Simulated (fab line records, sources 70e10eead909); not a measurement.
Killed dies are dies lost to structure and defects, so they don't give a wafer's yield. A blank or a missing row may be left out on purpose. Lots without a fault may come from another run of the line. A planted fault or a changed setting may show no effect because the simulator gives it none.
fab line records | flow nand_harc
record lots=14 wafers=42 last_day=34
route steps=1302 shown A_CONTACT@1014 THIN_TSV@1265 END@1302
lots that met no fault: from a run of the same line without faults
start_h: hours from the record's first day to the start of the lot's first wafer shown | wait_h: hours since the lot's step before | " the same as in the row above | L1.1+2: a row that stands for several wafers | - no value, or no start given | * or withheld: withheld | < > ~ a bound
route shown NAME@n: a module of which the file shows steps, and the number in the route of the first | usual: mean/standard deviation of fault-free wafers | same: alike in all rows | chamber/n: place in a boat | sites: the reading at each site | _std_site: their standard deviation | _edge_site: outer sites' mean less inner sites' | radius_mm: how far each site lies from the wafer's centre | mask NAME#n: copy n | behind: the tool/chamber that last shaped the wafer | hold: why the lot was held/for how many hours/how that ended | device: the transistor (n, p or np) that didn't switch | end of line: the same wafers' tests at the end of the route | a step without rows: its recipe alone | killed: dies lost to structure and defects at the first sort, not the wafer's yield | map: a wafer's dies, x killed, . not, _ none there
set.NAME: the setting as run; set.NAME@STEP: as run at that earlier step | model.NAME: the simulator's own value behind a step, which no gauge read
steps of the route over a sample of lots; a table a step, a row a wafer
services: from which hour (start_h, from the record's first day; less than 0 if before it) a tool's chamber was out of use, for how many hours, and why
## steps
# step NHARC_A_CONTACT_ETCH_120
# recipe source_w=withheld pressure_mtorr=20 bias_v=3000 time_s=190 target_depth_a=18500 ar_flow_sccm=withheld c4f8_flow_sccm=withheld o2_flow_sccm=withheld chemistry=C4F8/O2/Ar
# columns lot.wafer tool chamber start_h wait_h rf_hours_counter_h
L492.3 har_cap_etch-03 0 488.20 0.1 -
L492.6 " 0 " " -
L492.5 " 1 " " -
L494.2 har_cap_etch-03 0 502.13 0.1 41
L494.3 " 0 " " -
L494.6 " 1 " " -
L493.2 har_cap_etch-02 1 504.24 0.1 90
L493.5 " 1 " " -
L493.6 " 0 " " -
L501.2 har_cap_etch-03 0 567.29 0.1 51
L501.4 " 0 " " -
L501.5 " 1 " " -
L502.2 har_cap_etch-03 0 583.38 0.2 55
L502.1 " 1 " " 55
L502.4 " 1 " " -
L504.2 har_cap_etch-01 0 586.61 0.1 13
L504.4 " 1 " " -
L504.5 " 0 " " -
L505.2 har_cap_etch-02 1 638.91 0.2 115
L505.1 " 0 " " 115
L505.3 " 1 " " -
L507.2 har_cap_etch-03 1 639.39 0.1 63
L507.1 " 0 " " 63
L507.5 " 0 " " -
L506.2 har_cap_etch-01 1 649.65 0.1 19
L506.1 " 0 " " 19
L506.3 " 0 " " -
L511.2 har_cap_etch-01 1 662.54 0.1 24
L511.3 " 1 " " -
L511.5 " 1 " " -
L510.1 har_cap_etch-01 1 685.59 0.1 29
L510.4 " 0 " " -
L510.6 " 0 " " -
L513.1 har_cap_etch-03 1 698.76 0.1 75
L513.4 " 1 " " -
L513.5 " 0 " " -
L515.3 har_cap_etch-03 0 719.00 0.1 -
L515.4 " 1 " " -
L515.6 " 1 " " -
L514.2 har_cap_etch-03 1 757.77 0.1 83
L514.3 " 1 " " -
L514.6 " 1 " " -
# step NHARC_THIN_TSV_STRIP_45
# recipe power_w=1500 temp_c=250 chemistry=O2
# usual drypump_motor_current_A=5.8/0.52 heater_power_w=334/38
# columns lot.wafer tool chamber start_h wait_h drypump_motor_current_A heater_power_w rf_hours_counter_h
L492.3 plasma_asher-02 0 541.41 0.2 5.2 359 -
L492.6 " 0 " " 5.2 350 -
L492.5 " 1 " " 6.6 347 -
L494.2 plasma_asher-01 1 552.01 0.1 5.7 273 6
L494.3 " 0 " " 5.7 326 -
L494.6 " 1 " " 5.7 271 -
L493.2 plasma_asher-01 0 553.07 0.1 5.7 331 6
L493.5 " 0 " " 5.7 327 -
L493.6 " 1 " " 5.7 272 -
L501.2 plasma_asher-01 0 623.65 0.1 5.7 328 19
L501.4 " 1 " " 5.7 271 -
L501.5 " 1 " " 5.7 279 -
L504.2 plasma_asher-01 0 638.99 0.1 5.7 326 24
L504.4 " 0 " " 5.7 339 -
L504.5 " 0 " " 5.7 336 -
L502.2 plasma_asher-01 1 640.12 0.1 5.7 265 24
L502.1 " 0 " " 5.7 326 24
L502.4 " 1 " " 5.7 276 -
L507.2 plasma_asher-02 0 693.90 0.1 5.2 345 16
L507.1 " 1 " " 6.7 368 16
L507.5 " 1 " " 6.6 380 -
L505.1 plasma_asher-01 0 694.97 0.1 5.7 328 34
L505.2 " 1 " " 5.7 273 34
L505.3 " 1 " " 5.7 268 -
L506.1 plasma_asher-01 0 709.46 0.1 5.7 352 1
L506.2 " 1 " " 5.7 261 1
L506.3 " 0 " " 5.7 334 -
L511.2 plasma_asher-02 1 718.27 0.1 6.6 375 24
L511.3 " 1 " " 6.6 381 -
L511.5 " 0 " " 5.2 360 -
L510.1 plasma_asher-02 0 736.08 0.1 5.2 366 28
L510.4 " 1 " " 6.7 379 -
L510.6 " 0 " " 5.2 362 -
L513.1 plasma_asher-02 0 758.58 0.1 5.2 357 31
L513.4 " 1 " " 6.6 375 -
L513.5 " 0 " " 5.2 357 -
L515.3 plasma_asher-02 0 772.77 0.2 5.2 360 -
L515.4 " 1 " " 6.6 377 -
L515.6 " 1 " " 6.6 380 -
L514.2 plasma_asher-02 1 809.27 0.1 6.6 332 4
L514.3 " 1 " " 6.6 346 -
L514.6 " 0 " " 5.2 365 -
# step NHARC_THIN_TSV_PVD_51
# recipe target_thk_a=1000 chamber_pressure_pa=5 material=Cu
# usual throttle_valve_pct=30.3/1
# columns lot.wafer tool chamber start_h wait_h throttle_valve_pct
L492.3 pvd_sputter-01 - - - 30.1
L492.6 " - " " 30.5
L492.5 " - " " 27.6
L494.2 pvd_sputter-02 - - - 30.8
L494.3 " - " " 30.0
L494.6 " - " " 30.8
L493.2 pvd_sputter-01 - - - 27.4
L493.5 " - " " 29.8
L493.6 " - " " 30.1
L501.4 pvd_sputter-01 - - - 29.5
L501.2 " - " " 30.1
L501.5 " - " " 28.5
L504.4 pvd_sputter-01 - - - 28.6
L504.2 " - " " 29.8
L504.5 " - " " 28.5
L502.4 pvd_sputter-03 - - - 31.0
L502.1 " - " " 31.3
L502.2 " - " " 32.0
L507.2 pvd_sputter-02 - - - 30.3
L507.1 " - " " 30.4
L507.5 " - " " 30.1
L505.2 pvd_sputter-02 - - - 30.7
L505.1 " - " " 31.9
L505.3 " - " " 30.3
L506.3 pvd_sputter-02 - - - 30.7
L506.2 " - " " 31.9
L506.1 " - " " 30.3
L511.3 pvd_sputter-03 - - - 31.8
L511.2 " - " " 31.9
L511.5 " - " " 31.6
L510.1 pvd_sputter-02 - - - 30.1
L510.4 " - " " 30.5
L510.6 " - " " 30.1
L513.1 pvd_sputter-02 - - - 30.8
L513.4 " - " " 31.9
L513.5 " - " " 30.9
L515.4 pvd_sputter-01 - - - 30.5
L515.3 " - " " 29.0
L515.6 " - " " 29.4
L514.3 pvd_sputter-03 - - - 31.9
L514.2 " - " " 32.3
L514.6 " - " " 31.9
# step NHARC_THIN_TSV_CD_MEAS_37
# usual cd_nm=5000.2/2.5
# columns lot.wafer tool chamber start_h wait_h cd_nm
L492.3 cd_sem-01 - 547.62 - 4999.1
L492.5 " - " " 5001.6
L492.6 " - " " 5001.6
L494.2 cd_sem-01 - 558.29 - 5000.4
L494.3 " - " " 5002.6
L494.6 " - " " 5003.1
L493.2 cd_sem-02 - 559.36 - 4996.4
L493.5 " - " " 4998.4
L493.6 " - " " 4998.0
L501.2 cd_sem-01 - 629.99 - 4999.8
L501.4 " - " " 4999.6
L501.5 " - " " 4999.9
L504.2 cd_sem-02 - 645.34 - 4998.7
L504.4 " - " " 5001.0
L504.5 " - " " 5000.8
L502.1 cd_sem-01 - 646.42 - 5001.3
L502.2 " - " " 5002.6
L502.4 " - " " 5003.6
L507.1 cd_sem-01 - 700.36 - 5002.5
L507.2 " - " " 5004.4
L507.5 " - " " 5005.2
L505.1 cd_sem-01 - 701.72 - 4999.7
L505.2 " - " " 5000.3
L505.3 " - " " 4997.8
L506.1 cd_sem-02 - 715.83 - 5001.7
L506.2 " - " " 4996.8
L506.3 " - " " 4999.7
L511.2 cd_sem-01 - 724.81 - 5002.5
L511.3 " - " " 5001.5
L511.5 " - " " 5002.0
L510.1 cd_sem-03 - 742.38 - 4997.1
L510.4 " - " " 4999.9
L510.6 " - " " 4999.5
L513.1 cd_sem-03 - 764.91 - 4998.1
L513.4 " - " " 5000.8
L513.5 " - " " 5002.5
L515.3 cd_sem-02 - 779.22 - 4996.9
L515.4 " - " " 4996.8
L515.6 " - " " 4997.9
L514.2 cd_sem-01 - 815.41 - 4999.7
L514.3 " - " " 5000.7
L514.6 " - " " 4999.0
# step NHARC_END_SORT_01
# recipe temp_c=25
# usual killed_at_array=58/15 killed_at_other=0.8/1.2 killed_at_periphery=3.5/2.5 killed_dies=62/15 killed_open=3.2/1.7 killed_short=2.4/1.5
# same gross_dies=677
# columns lot.wafer tool chamber start_h wait_h killed_at_array killed_at_other killed_at_periphery killed_dies killed_open killed_short
L501.2 prober-01 0 639.76 2.8 150 0 11 161 6 3
L501.4 prober-01 0 641.37 3.4 136 0 4 140 2 2
L501.5 prober-01 0 642.18 3.7 96 0 4 100 5 1
L502.1 prober-01 0 655.04 2.6 83 1 4 88 2 2
L502.2 prober-01 0 655.84 2.8 111 1 8 120 2 2
L502.4 prober-01 0 657.44 3.4 88 0 6 94 2 2
L505.1 prober-02 0 708.06 2.5 36 0 3 39 3 4
L505.2 prober-02 0 708.86 2.8 24 0 6 30 3 3
L505.3 prober-02 0 709.66 3.1 25 0 8 33 3 3
L506.1 prober-01 0 723.47 2.5 34 4 2 40 6 2
L506.2 prober-01 0 724.27 2.8 31 1 2 34 2 2
L506.3 prober-01 0 725.08 3.1 38 2 3 43 3 3
L511.2 prober-02 0 734.12 2.7 63 0 3 66 1 1
L511.3 prober-02 0 734.90 3.0 60 1 1 62 3 1
L511.5 prober-02 0 736.46 3.6 91 0 5 96 3 4
L513.1 prober-02 0 772.56 2.5 57 1 5 63 3 5
L513.4 prober-02 0 774.97 3.4 63 0 1 64 3 1
L513.5 prober-02 0 775.77 3.7 61 0 5 66 3 4
# killed by level:class
L501.2 A_CONTACT:unspecified=88 A_SLIT:chamber_film_flake=24 A_CHANNEL_HOLE_D1:chamber_film_flake=10 A_CHANNEL_HOLE_D2:chamber_film_flake=8 P_M1:chamber_film_flake=6 A_STAIRCASE:chamber_film_flake=6 A_CONTACT:chamber_film_flake=4 P_GATE:chamber_film_flake=3
L501.4 A_CONTACT:unspecified=84 A_SLIT:chamber_film_flake=27 A_CHANNEL_HOLE_D2:chamber_film_flake=10 A_CHANNEL_HOLE_D1:chamber_film_flake=4 P_M1:chamber_film_flake=3 A_STAIRCASE:chamber_film_flake=3 A_CHANNEL_FILL_D1:geometric_particle:short=1 A_ONON_D2:geometric_particle:short=1
L501.5 A_CONTACT:unspecified=48 A_SLIT:chamber_film_flake=23 A_CHANNEL_HOLE_D2:chamber_film_flake=6 A_STAIRCASE:chamber_film_flake=4 A_CHANNEL_HOLE_D1:chamber_film_flake=3 P_ZERO_WELL:chamber_film_flake=2 A_M0:chamber_film_flake=2 P_M1:geometric_particle:open=1
L502.1 A_CONTACT:unspecified=49 A_CHANNEL_HOLE_D2:chamber_film_flake=14 A_CHANNEL_HOLE_D1:chamber_film_flake=8 P_GATE:chamber_film_flake=3 A_STAIRCASE:chamber_film_flake=2 A_SLIT:chamber_film_flake=2 A_CHANNEL_FILL_D1:geometric_particle:open=1 A_CHANNEL_FILL_D1:geometric_particle:short=1
L502.2 A_CONTACT:unspecified=82 A_CHANNEL_HOLE_D2:chamber_film_flake=16 A_CHANNEL_HOLE_D1:chamber_film_flake=5 P_STI:chamber_film_flake=3 P_M0:geometric_particle:open=2 P_GATE:chamber_film_flake=2 A_CHANNEL_FILL_D1:chamber_film_flake=2 A_M1:chamber_film_flake=2
L502.4 A_CONTACT:unspecified=50 A_CHANNEL_HOLE_D2:chamber_film_flake=14 A_CHANNEL_HOLE_D1:chamber_film_flake=8 P_GATE:chamber_film_flake=5 A_SLIT:chamber_film_flake=4 A_CONTACT:chamber_film_flake=3 A_CHANNEL_FILL_D2:chamber_film_flake=2 P_M0:geometric_particle:open=1
L505.1 A_CHANNEL_HOLE_D1:chamber_film_flake=12 A_CONTACT:chamber_film_flake=5 A_SLIT:chamber_film_flake=4 A_SOURCE_PLATE:geometric_particle:short=2 A_BLC:geometric_particle:open=2 A_DECK1_JOINT:chamber_film_flake=2 A_CHANNEL_HOLE_D2:chamber_film_flake=2 A_STAIRCASE:chamber_film_flake=2
L505.2 A_CHANNEL_HOLE_D1:chamber_film_flake=9 A_DECK1_JOINT:chamber_film_flake=4 A_CHANNEL_FILL_D1:chamber_film_flake=3 P_M0:geometric_particle:open=2 P_GATE:chamber_film_flake=2 P_CONTACT:geometric_particle:short=1 A_CHANNEL_HOLE_D1:geometric_particle:short=1 A_ONON_D2:geometric_particle:short=1
L505.3 A_CONTACT:chamber_film_flake=8 A_CHANNEL_HOLE_D1:chamber_film_flake=4 P_STI:chamber_film_flake=3 A_SLIT:chamber_film_flake=3 P_GATE:chamber_film_flake=2 A_CHANNEL_HOLE_D2:chamber_film_flake=2 P_CONTACT:geometric_particle:short=1 A_ONON_D1:geometric_particle:open=1
L506.1 A_STAIRCASE:chamber_film_flake=11 A_CHANNEL_HOLE_D1:chamber_film_flake=6 A_SLIT:chamber_film_flake=4 A_BONDPAD:chamber_film_flake=4 A_ONON_D2:geometric_particle:open=3 THIN_TSV:chamber_film_flake=3 P_M0:geometric_particle:open=1 A_ONON_D1:geometric_particle:short=1
L506.2 A_CHANNEL_HOLE_D1:chamber_film_flake=10 A_STAIRCASE:chamber_film_flake=6 A_SLIT:chamber_film_flake=4 A_BONDPAD:chamber_film_flake=4 A_DECK1_JOINT:geometric_particle:open=1 A_CHANNEL_FILL_D2:geometric_particle:short=1 A_M0:geometric_particle:open=1 A_WL_FILL:geometric_particle:short=1
L506.3 A_STAIRCASE:chamber_film_flake=11 A_CHANNEL_HOLE_D1:chamber_film_flake=8 A_BONDPAD:chamber_film_flake=6 A_CONTACT:chamber_film_flake=4 A_CHANNEL_FILL_D2:geometric_particle:short=2 P_GATE:chamber_film_flake=2 A_CHANNEL_HOLE_D2:chamber_film_flake=2 A_M0:chamber_film_flake=2
L511.2 A_SLIT:chamber_film_flake=28 A_CHANNEL_HOLE_D2:chamber_film_flake=18 A_CONTACT:chamber_film_flake=5 A_CHANNEL_HOLE_D1:chamber_film_flake=4 A_CHANNEL_FILL_D2:chamber_film_flake=3 A_STAIRCASE:chamber_film_flake=3 P_GATE:chamber_film_flake=2 A_SOURCE_PLATE:geometric_particle:short=1
L511.3 A_SLIT:chamber_film_flake=25 A_CHANNEL_HOLE_D2:chamber_film_flake=15 A_CHANNEL_HOLE_D1:chamber_film_flake=5 A_CONTACT:chamber_film_flake=4 A_CHANNEL_FILL_D2:chamber_film_flake=3 A_STAIRCASE:chamber_film_flake=3 A_ZERO_WELL:chamber_film_flake=2 A_SOURCE_PLATE:geometric_particle:short=1
L511.5 A_SLIT:chamber_film_flake=35 A_CHANNEL_HOLE_D2:chamber_film_flake=25 A_CHANNEL_HOLE_D1:chamber_film_flake=10 A_CONTACT:chamber_film_flake=7 A_STAIRCASE:chamber_film_flake=6 P_GATE:chamber_film_flake=3 A_WL_FILL:geometric_particle:open=2 A_CHANNEL_FILL_D2:chamber_film_flake=2
L513.1 A_SLIT:chamber_film_flake=26 A_CHANNEL_HOLE_D1:chamber_film_flake=10 A_CHANNEL_HOLE_D2:chamber_film_flake=6 A_WL_FILL:chamber_film_flake=3 A_WL_FILL:geometric_particle:short=2 P_ZERO_WELL:chamber_film_flake=2 P_GATE:chamber_film_flake=2 A_ZERO_WELL:chamber_film_flake=2
L513.4 A_SLIT:chamber_film_flake=29 A_CHANNEL_HOLE_D1:chamber_film_flake=21 A_CHANNEL_HOLE_D2:chamber_film_flake=3 A_CHANNEL_FILL_D1:chamber_film_flake=2 A_CONTACT:chamber_film_flake=2 A_CHANNEL_HOLE_D1:geometric_particle:short=1 A_DECK1_JOINT:geometric_particle:open=1 A_ONON_D2:geometric_particle:open=1
L513.5 A_SLIT:chamber_film_flake=30 A_CHANNEL_HOLE_D2:chamber_film_flake=10 A_CHANNEL_HOLE_D1:chamber_film_flake=9 A_CHANNEL_FILL_D1:chamber_film_flake=4 A_ONON_D2:geometric_particle:short=2 P_GATE:chamber_film_flake=2 P_GATE:geometric_particle:open=1 P_M0:geometric_particle:short=1
## services
# columns tool chamber start_h hours kind
har_cap_etch-01 - 497.00 17.0 pm
har_cap_etch-03 - 497.54 0.5 repair
pvd_sputter-02 - 509.27 2.7 repair
plasma_asher-01 - 519.00 9.0 pm
pvd_sputter-03 - 526.00 10.0 pm
pvd_sputter-02 - 552.91 0.8 repair
pvd_sputter-01 - 580.46 1.2 repair
pvd_sputter-01 - 584.16 10.0 pm
plasma_asher-02 - 603.00 9.0 pm
har_cap_etch-01 - 610.08 0.4 repair
pvd_sputter-03 - 625.27 1.1 repair
har_cap_etch-01 - 630.10 2.5 repair
pvd_sputter-02 - 634.13 6.8 repair
har_cap_etch-03 - 654.22 0.4 repair
pvd_sputter-03 - 656.35 7.7 repair
plasma_asher-01 - 666.84 3.5 repair
pvd_sputter-01 - 667.92 2.1 repair
plasma_asher-02 - 670.12 11.2 repair
plasma_asher-01 - 696.00 9.0 pm
pvd_sputter-03 - 704.00 10.0 pm
pvd_sputter-01 - 714.06 1.1 repair
pvd_sputter-02 - 735.36 1.2 repair
pvd_sputter-01 - 762.16 10.0 pm
plasma_asher-02 - 780.00 9.0 pm
## key
first_sign step=NHARC_END_SORT_01 reading=killed_dies direction=up sigmas=3.7 usual=62 struck=117
effect step=NHARC_END_SORT_01 reading=killed_at_array direction=up sigmas=3.5 usual=58 struck=111
more_kills_born_at NHARC_A_CONTACT_ETCH_120@har_cap_etch-03=401
met_at NHARC_A_CONTACT_ETCH_120
struck_lots L501,L502
tester_left_out L501,L502
not_acting_at NHARC_THIN_TSV_STRIP_45,NHARC_THIN_TSV_PVD_51,NHARC_THIN_TSV_CD_MEAS_37
onset_between 502.13 567.29
fault kind=chamber_particle_source tool=har_cap_etch-03 chamber=- onset_h=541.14 steps=NHARC_A_CONTACT_ETCH_120 rate_per_visit_cm2=1.1685 end_h=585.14
# tester_left_out: of these lots the tester's yield and bins aren't shown, on N5 and GAA mostly nor the transistor test; their killed dies are dies lost to structure and defects alone, not to doping, threshold or leakage, so they don't give the yield
